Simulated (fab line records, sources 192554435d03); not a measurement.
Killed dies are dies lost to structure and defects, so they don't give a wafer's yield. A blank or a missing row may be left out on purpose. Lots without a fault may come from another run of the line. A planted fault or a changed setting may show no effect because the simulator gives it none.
A struck lot beside a sound one | flow n5_finfet | 38 steps out of a route of 1938
Sound: wafers L231.1, L231.2, L231.3. Struck: wafers L239.2, L239.3, L239.5. The cause comes at the end.
At each step with rows: each side's tool, then ch and its chambers, then its first start. Under that, the readings that differ: sound wafers | struck wafers | difference of the means | sigmas: that difference in standard deviations of wafers without a fault.
alike: readings whose means differ by less than 2 such deviations, and words and numbers that are the same on both sides. not compared: withheld readings, readings that some wafer has no value for, bounds like >300 that may hide the same value, and numbers for which the record gives no deviation and whose values overlap.
The two part at a step that has a row with sigmas, a row that says differs or no value, or rows on one side only. Numbers that don't overlap but have no deviation are shown without sigmas and don't part them. A reading that every wafer of one side lacks parts them only if that side has two wafers or more.

first, 9 steps without rows for these wafers: N5_BEOL_M4_ANNEAL_95 (time 240 s); N5_BEOL_M4_SPUTTER_96 (material Cu, target thk 4.5 nm, time 8.29 s); N5_BEOL_M4_ECD_50 (material Cu, target thk 300 nm); N5_BEOL_M4_ANNEAL_51 (time 90 s); N5_BEOL_M4_CMP_52 (polishes, stops on SiOC, t overpolish 6.8 s, target thk 40 nm); N5_BEOL_M4_PRE_CLEAN_60 (time 15 s); N5_BEOL_M4_CO_CAP_55 (material Co, precursor CCTBA/H2, target thk 2 nm, time 102.1 s); N5_BEOL_M4_PRE_CLEAN_56 (time 15 s); N5_BEOL_M4_DEP_57 (deposits SiCN from 3MS/NH3, target thk 8 nm, time 14 s).
N5_BEOL_M4_RC_MEAS_101:
  sound on prober-01 ch 0, day 10 15:12; struck on prober-02 ch 0, day 12 15:36
  alike: DIBL_N, DIBL_P, IOFF_N, IOFF_P, ION_N, ION_P, SS_N, SS_P, VT_N, VT_P
then, 24 steps without rows for these wafers: N5_BEOL_M5_ILD_DEP_00 (deposits SiCOH lowk from DEMS/porogen, target thk 140.64 nm, time 25.9 s); N5_BEOL_M5_CURE_79 (cures SiCOH lowk, time 240 s); N5_BEOL_M5_PECVD_70 (deposits SiO2 from TEOS/O2, target thk 16 nm, time 18 s); N5_BEOL_M5_HM_DEP_02 (deposits TiN, target thk 20 nm); N5_BEOL_M5_COAT_59 (time 60 s, resist thk 60 nm); N5_BEOL_M5_COAT_60 (time 60 s, resist thk 12 nm); N5_BEOL_M5_COAT_71 (time 60 s, resist thk 5 nm); N5_BEOL_M5_COAT_05 (resist thk 30 nm); N5_BEOL_M5_EBR_07; N5_BEOL_M5_SOFTBAKE_06 (time 60 s); N5_BEOL_M5_EXPOSE_08 (exposes mask M5, target cd 28 nm); N5_BEOL_M5_PEB_09 (peb time 60 s); N5_BEOL_M5_DEVELOP_10 (develop time 30 s); N5_BEOL_M5_DESCUM_16 (chemistry O2, time 7 s); N5_BEOL_M5_ETCH_72 (etches underlayer in N2/H2, target depth 6.5 nm, time 5.2 s); N5_BEOL_M5_ETCH_61 (etches SiARC in CF4, target depth 15.6 nm, time 26 s); N5_BEOL_M5_ETCH_62 (etches SOC in N2/H2, target depth 75 nm, overetch 15 nm, time 112.5 s); N5_BEOL_M5_STRIP_63 (strips in N2/H2); N5_BEOL_M5_STRIP_73 (strips in N2/H2); N5_BEOL_M5_STRIP_64 (strips in CF4); N5_BEOL_M5_HM_OPEN_17 (chemistry Cl2/BCl3, target TiN, target depth 20 nm, overetch 6 nm); N5_BEOL_M5_STRIP_19 (strips in O2); N5_BEOL_M5_COAT_65 (time 60 s, resist thk 60 nm); N5_BEOL_M5_COAT_66 (time 60 s, resist thk 12 nm).
N5_BEOL_M6_ANNEAL_51: time 90 s.
  sound on rtp_anneal-01 ch 0, day 11 23:25; struck on rtp_anneal-02, day 13 12:17
  no value came back on the struck wafers for anneal_temp_c (C), anneal_temp_c_max, wafer_temp_C_max; on the sound wafers anneal_temp_c (C) reads 225.18 225.19 225.00
N5_BEOL_M6_CMP_52: polishes, stops on SiCOH lowk, t overpolish 6.9 s, target thk 80 nm.
  sound on cmp-01 ch 0,2,3, day 11 23:59; struck on cmp-03 ch 0,1,2, day 13 12:32
  reading                      | sound          | struck         | difference | sigmas
  barrier_field_endpoint_s (s) | 30.7 28.8 29.0 | 34.0 33.4 34.5 | +4.5       | +5
  time_to_endpoint_s (s)       | 72 67 63       | 81 81 82       | +14        | +3
  alike: head_pressure_psi, motor_current_A, overpolish_run_s, slurry_flow_ml_min
-- the record jumps here: 3 days lie between the struck wafers' starts before and after (it left off in module BEOL_M6 and takes up again in module BEOL_M15, whose first step shown is number 1830 of the route) --
N5_BEOL_M15_RC_MEAS_101:
  sound on prober-02 ch 0, day 15 02:48; struck on prober-01 ch 0, day 16 10:39
  reading          | sound                   | struck          | difference | sigmas
  COMB_M14 (S/m)   | 4.3e-12 4.3e-12 4.5e-12 | 2.4e-12 2.2e-12 | -2.1e-12   | -2
  SERP_M8 (ohm/um) | 13.0 13.7 13.9          | 15.0 15.2       | +1.6       | +2
  alike: COMB_M10, COMB_M11, COMB_M12, COMB_M13, COMB_M15, COMB_M5, COMB_M6, COMB_M7, COMB_M8, COMB_M9, SERP_M10, SERP_M11, SERP_M12, SERP_M12_max_site, SERP_M13, SERP_M14, SERP_M5, SERP_M6, SERP_M7, SERP_M9
  not compared: COMB_M6_max_site
N5_PASSIVATION_PROBE_49:
  sound on prober-02, day 15 22:28; struck on prober-02, day 17 03:25
  reading                  | sound          | struck         | difference | sigmas
  defect_limited_yield (%) | 90.1 92.8 93.8 | 47.2 49.6 43.1 | -45.6      | -28
  killed_at_M4_up          | 18 13 9        | 547 513 610    | +543       | +99 or more
  killed_dies              | 117 85 73      | 623 595 671    | +538       | +28
  sort_n_pass              | 1063 1095 1107 | 557 585 509    | -538       | -28
  sort_yield_pct (%)       | 90.1 92.8 93.8 | 47.2 49.6 43.1 | -45.6      | -28
  alike: killed_at_M0_to_M3, killed_at_contacts, killed_at_front_end, killed_at_other, killed_on_rim, killed_open, killed_short, sort_bin_5_function, sort_bin_6_memory

WHERE THEY PART
First at N5_BEOL_M6_ANNEAL_51; last, within this record, at N5_PASSIVATION_PROBE_49.

WHY: what the simulator had put in
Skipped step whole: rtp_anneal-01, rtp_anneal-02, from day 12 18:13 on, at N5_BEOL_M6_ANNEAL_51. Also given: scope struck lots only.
